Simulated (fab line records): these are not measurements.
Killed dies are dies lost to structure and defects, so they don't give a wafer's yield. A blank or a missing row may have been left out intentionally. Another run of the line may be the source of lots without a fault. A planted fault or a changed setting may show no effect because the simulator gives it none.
A lot that was struck, set against a sound lot + flow n5Finfet + 45 steps out of a route of 1938
Sound: wafers L245.1, L245.3, L245.6. Struck: wafer L232.6 (left out: L232.3, a lot-mate that was not struck); the cause follows at the end.
For every step that has rows: the tool of each side, followed by ch and its chambers, followed by its first start. Under that, the readings that differ: sound wafers + struck wafers + difference of the means + sigmas: that difference in standard deviations of wafers without a fault.
alike: readings whose means differ by less than 2 such deviations, and words and numbers that are the same on both sides. not compared: withheld readings, readings that some wafer has no value for, bounds like >300 that may hide the same value, and numbers for which the record gives no deviation and whose values overlap.
A row with sigmas, a row that says differs or no value, or rows on one side alone: a step with any of these is where the two part. Numbers that don't overlap but have no deviation are shown without sigmas and don't part them. A reading missing from all wafers of one side parts the sides only when that side holds two or more wafers.

first, 11 steps without rows for these wafers: N5_BEOL_M4_DESCUM_33 (chemistry O2, time 7 s); N5_BEOL_M4_ETCH_77 (etches underlayer in N2/H2, target depth 6.5 nm, time 5.2 s); N5_BEOL_M4_ETCH_69 (etches SiARC in CF4, target depth 15.6 nm, time 26 s); N5_BEOL_M4_ALD_98 (deposits SiO2, target thk 2.5 nm, pulse time 1 s, co reactant pulse time 1 s); N5_BEOL_M4_ETCHBACK_99 (etches SiO2 in CHF3, target depth 5 nm, time 10.4 s); N5_BEOL_M4_ETCH_70 (etches SOC in N2/H2, target depth 80 nm, overetch 24 nm, time 130 s); N5_BEOL_M4_STRIP_71 (strips in N2/H2); N5_BEOL_M4_STRIP_78 (strips in N2/H2); N5_BEOL_M4_VIA_ETCH_34 (etches the open film in C4F6/O2, target depth 69.4 nm, time 65.9 s); N5_BEOL_M4_STRIP_83 (strips in C4F6/O2); N5_BEOL_M4_STRIP_36 (strips in N2/H2).
N5_BEOL_M4_TRENCH_ETCH_37: etches SiOC in C4F6/O2, target depth 55.555 nm, time 29.2 s.
  sound on rieDiel-04 ch 1,2, day 13 08:38; struck on rieDiel-02 ch 1, day 10 13:28
| reading                                   | sound            | struck | difference | sigmas |
|-------------------------------------------|------------------|--------|------------|--------|
| model.BEOL_M4.featureDepthNm (nm)         | 56.6 55.8 55.2   | 45.2   | -10.7      |        |
| model.etch.depthNm (nm)                   | 56.54 55.9 55.17 | 45.25  | -10.62     |        |
| model.TiN_of_BEOL_M4_HM_DEP_02.thkNm (nm) | 17.4 17.6 17.4   | 18.2   | +0.7       |        |
  alike: O2_flow_sccm, drypumpMotorCurrentA, oes_o_777_au, oesProductAu, rfVppV, showerheadPlenumPTorr, throttleValvePct
  not compared: rfHoursCounterH
then, 2 steps without rows for these wafers: N5_BEOL_M4_ETCH_41 (etches SiCN in CH3F/O2, target depth 29.9 nm, time 52.5 s); N5_BEOL_M4_STRIP_97 (strips in N2/H2, time 10 s).
N5_BEOL_M4_OCD_MEAS_38:
  sound on ocd-01 at day 13 08:49; struck on ocd-02 at day 10 13:37
| reading            | sound          | struck | difference | sigmas |
|--------------------|----------------|--------|------------|--------|
| trenchDepthNm (nm) | 56.5 55.9 55.0 | 45.3   | -10.5      | -12    |
then, 25 steps without rows for these wafers: N5_BEOL_M4_HM_STRIP_39 (strips TiN in peroxide tin strip, target depth 25 nm, time 158 s); N5_BEOL_M4_SRD_40 (time 30 s); N5_BEOL_M4_PRECLEAN_42 (cleans in residue remover, time 60 s); N5_BEOL_M4_SRD_43 (time 30 s); N5_BEOL_M4_DEGAS_44 (time 60 s); N5_BEOL_M4_PRE_CLEAN_45 (time 30 s); N5_BEOL_M4_ALD_84 (deposits TaN, pulse time 2 s, purge time 3 s, co reactant purge time 2 s); N5_BEOL_M4_SURFACE_TREAT_85; N5_BEOL_M4_CVD_47 (deposits Co from CCTBA/H2, target thk 3 nm, time 223.8 s); N5_BEOL_M4_SPUTTER_48 (material Cu, target thk 4.5 nm, time 8.29 s); N5_BEOL_M4_ANNEAL_49 (time 240 s); N5_BEOL_M4_SPUTTER_79 (material Cu, target thk 4.5 nm, time 8.29 s); N5_BEOL_M4_ANNEAL_80 (time 240 s); N5_BEOL_M4_SPUTTER_81 (material Cu, target thk 4.5 nm, time 8.29 s); N5_BEOL_M4_ANNEAL_82 (time 240 s); N5_BEOL_M4_SPUTTER_86 (material Cu, target thk 4.5 nm, time 8.29 s); N5_BEOL_M4_ANNEAL_87 (time 240 s); N5_BEOL_M4_SPUTTER_88 (material Cu, target thk 4.5 nm, time 8.29 s); N5_BEOL_M4_ANNEAL_89 (time 240 s); N5_BEOL_M4_SPUTTER_90 (material Cu, target thk 4.5 nm, time 8.29 s); N5_BEOL_M4_ANNEAL_91 (time 240 s); N5_BEOL_M4_SPUTTER_92 (material Cu, target thk 4.5 nm, time 8.29 s); N5_BEOL_M4_ANNEAL_93 (time 240 s); N5_BEOL_M4_SPUTTER_94 (material Cu, target thk 4.5 nm, time 8.29 s); N5_BEOL_M4_ANNEAL_95 (time 240 s).
N5_BEOL_M4_CMP_52: polishes, stops on SiOC, t overpolish 6.8 s, target thk 40 nm.
  sound on cmp-04 ch 0,1,3, day 13 12:29; struck on cmp-04 ch 1, day 10 17:01
| reading                               | sound          | struck | difference | sigmas |
|---------------------------------------|----------------|--------|------------|--------|
| model.Cu_of_BEOL_M4_ECD_50.thkNm (nm) | 40.8 41.8 41.2 | 32     | -9         |        |
  alike: barrierFieldEndpointS, headPressurePsi, motorCurrentA, overpolishRunS, timeToEndpointS
N5_BEOL_M4_THK_MEAS_53: measures by xrf.
  sound on filmMetro-02 at day 13 12:42; struck on filmMetro-02 at day 10 17:12
| reading     | sound          | struck | difference | sigmas |
|-------------|----------------|--------|------------|--------|
| M4_THK (nm) | 42.0 43.1 42.8 | 32.9   | -9.7       | -6     |
N5_BEOL_M4_RS_MEAS_58: the measuring method here is four-point-probe.
  sound on filmMetro-02 at day 13 12:58; struck on filmMetro-01 at day 10 17:28
| reading        | sound          | struck | difference | sigmas |
|----------------|----------------|--------|------------|--------|
| M4_RS (ohm/sq) | 0.65 0.63 0.64 | 0.89   | +0.25      | +7     |
N5_BEOL_M4_RC_MEAS_101:
  sound on prober-02 ch 0, day 13 13:01; struck on prober-02 ch 0, day 10 17:49
| reading                   | sound          | struck | difference | sigmas |
|---------------------------|----------------|--------|------------|--------|
| IOFF_P (nA/um)            | 0.22 0.25 0.23 | 0.16   | -0.07      | -2     |
| ION_N (uA/um)             | 693 682 688    | 661    | -27        | -2     |
| SERP_M4 (ohm/um)          | 202 203 197    | 266    | +65        | +4     |
| SERP_M4_max_site (ohm/um) | 214 214 203    | 290    | +80        | +4     |
| VT_N (mV)                 | 246 246 247    | 255    | +9         | +3     |
  alike: DIBL_N, DIBL_P, IOFF_N, ION_P, SS_N, SS_P, VT_P
-- the record jumps here: 5 days lie between the struck wafers' starts before and after (it left off in module BEOL_M4 and takes up again in module PASSIVATION, whose first step shown is number 1936 of the route) --
N5_PASSIVATION_PROBE_49:
  sound on prober-01 at day 18 02:01; struck on prober-01 at day 15 09:18
| reading          | sound    | struck | difference | sigmas |
|------------------|----------|--------|------------|--------|
| killedAtContacts | 11 33 24 | 6      | -17        | -3     |
  alike: defectLimitedYield, killed_at_M0_to_M3, killed_at_M4_up, killedAtFrontEnd, killedAtOther, killedDies, killedOnRim, killedOpen, killedShort, sort_bin_5_function, sort_bin_6_memory, sort_bin_8_speed, sortNPass

WHERE THEY PART
First at N5_BEOL_M4_OCD_MEAS_38; last, within this record, at N5_PASSIVATION_PROBE_49.

WHY: the cause the simulator had injected
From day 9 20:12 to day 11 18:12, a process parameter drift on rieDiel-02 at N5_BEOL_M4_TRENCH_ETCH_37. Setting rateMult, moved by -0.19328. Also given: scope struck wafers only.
